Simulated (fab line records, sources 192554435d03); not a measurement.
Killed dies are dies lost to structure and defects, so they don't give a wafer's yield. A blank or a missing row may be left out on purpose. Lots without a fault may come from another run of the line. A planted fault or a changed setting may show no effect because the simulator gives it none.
Chamber matching | flow n5_finfet | N5_BEOL_M8_ILD_DEP_00 on pecvd-03: 3 sister chambers
The step deposits SiCOH lowk from DEMS/porogen, target thk 179.75 nm, time 33.4 s. 24 wafers are shown with their chamber, then 12 later ones without.

WAFERS WITH THEIR CHAMBER
wafer  | chamber | throttle_valve_pct (%) | showerhead_plenum_p_Torr (Torr) | heater_power_w (W)
L077.2 | 1       | 13.6                   | 5.745                           | 286
L077.5 | 0       | 14.4                   | 5.725                           | 245
L077.6 | 1       | 13.9                   | 5.766                           | 293
L079.1 | 2       | 13.5                   | 5.755                           | 287
L079.2 | 0       | 14.2                   | 5.715                           | 249
L079.5 | 0       | 14.0                   | 5.736                           | 250
L081.2 | 0       | 14.1                   | 5.731                           | 277
L081.4 | 1       | 13.9                   | 5.746                           | 288
L081.5 | 2       | 13.7                   | 5.734                           | 278
L082.1 | 1       | 13.8                   | 5.769                           | 337
L082.3 | 2       | 13.7                   | 5.760                           | 307
L082.6 | 1       | 13.4                   | 5.744                           | 260
L084.2 | 1       | 13.8                   | 5.744                           | 288
L084.5 | 1       | 13.8                   | 5.760                           | 297
L084.6 | 2       | 13.7                   | 5.760                           | 268
L083.1 | 0       | 14.1                   | 5.728                           | 272
L083.2 | 1       | 13.7                   | 5.749                           | 264
L083.3 | 2       | 13.6                   | 5.739                           | 277
L087.1 | 1       | 13.9                   | 5.760                           | 304
L087.3 | 2       | 13.9                   | 5.748                           | 291
L087.5 | 2       | 13.7                   | 5.756                           | 287
L088.1 | 1       | 13.8                   | 5.741                           | 320
L088.2 | 0       | 14.1                   | 5.736                           | 261
L088.4 | 2       | 13.8                   | 5.736                           | 249

SIGNATURES (means of the wafers above)
reading                  | chamber 0 | chamber 1 | chamber 2 | scatter within a chamber
throttle_valve_pct       | 14.150    | 13.760    | 13.700    | 0.141
showerhead_plenum_p_Torr | 5.72850   | 5.75240   | 5.74850   | 0.00997
heater_power_w           | 259.00    | 293.70    | 280.50    | 19.2
Rule: a wafer's distance from a chamber is the root of the sum, over the readings, of the square of ((its reading less the chamber's mean) divided by the reading's scatter). The wafer belongs to the nearest chamber; if the next one is less than 2 further off, it can't be placed. The scatter: the root of (the sum of the squares of (reading less its chamber's mean) over the shown wafers, divided by (wafers less chambers)).

WAFERS WITHOUT THEIR CHAMBER
wafer  | throttle_valve_pct (%) | showerhead_plenum_p_Torr (Torr) | heater_power_w (W)
L090.2 | 13.5                   | 5.738                           | 313
L090.3 | 13.8                   | 5.739                           | 330
L090.4 | 13.7                   | 5.746                           | 334
L093.4 | 14.0                   | 5.721                           | 268
L093.5 | 13.7                   | 5.753                           | 327
L093.6 | 13.5                   | 5.748                           | 270
L092.1 | 13.5                   | 5.757                           | 249
L092.2 | 13.7                   | 5.758                           | 336
L092.5 | 13.6                   | 5.749                           | 261
L094.2 | 13.8                   | 5.753                           | 267
L094.3 | 13.8                   | 5.752                           | 331
L094.4 | 14.3                   | 5.732                           | 293

WHICH CHAMBER EACH WENT THROUGH
wafer  | from the rows above     | in truth
L090.2 | can't be placed: 2 or 1 | 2
L090.3 | can't be placed: 1 or 2 | 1
L090.4 | can't be placed: 1 or 2 | 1
L093.4 | 0                       | 0
L093.5 | can't be placed: 1 or 2 | 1
L093.6 | can't be placed: 2 or 1 | 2
L092.1 | can't be placed: 2 or 1 | 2
L092.2 | can't be placed: 1 or 2 | 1
L092.5 | can't be placed: 2 or 1 | 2
L094.2 | can't be placed: 2 or 1 | 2
L094.3 | can't be placed: 1 or 2 | 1
L094.4 | 0                       | 0
Placed correctly: 2 of 12. Can't be placed from these rows: 10 (the true chamber is among the candidates in 10). Placed wrongly: 0.
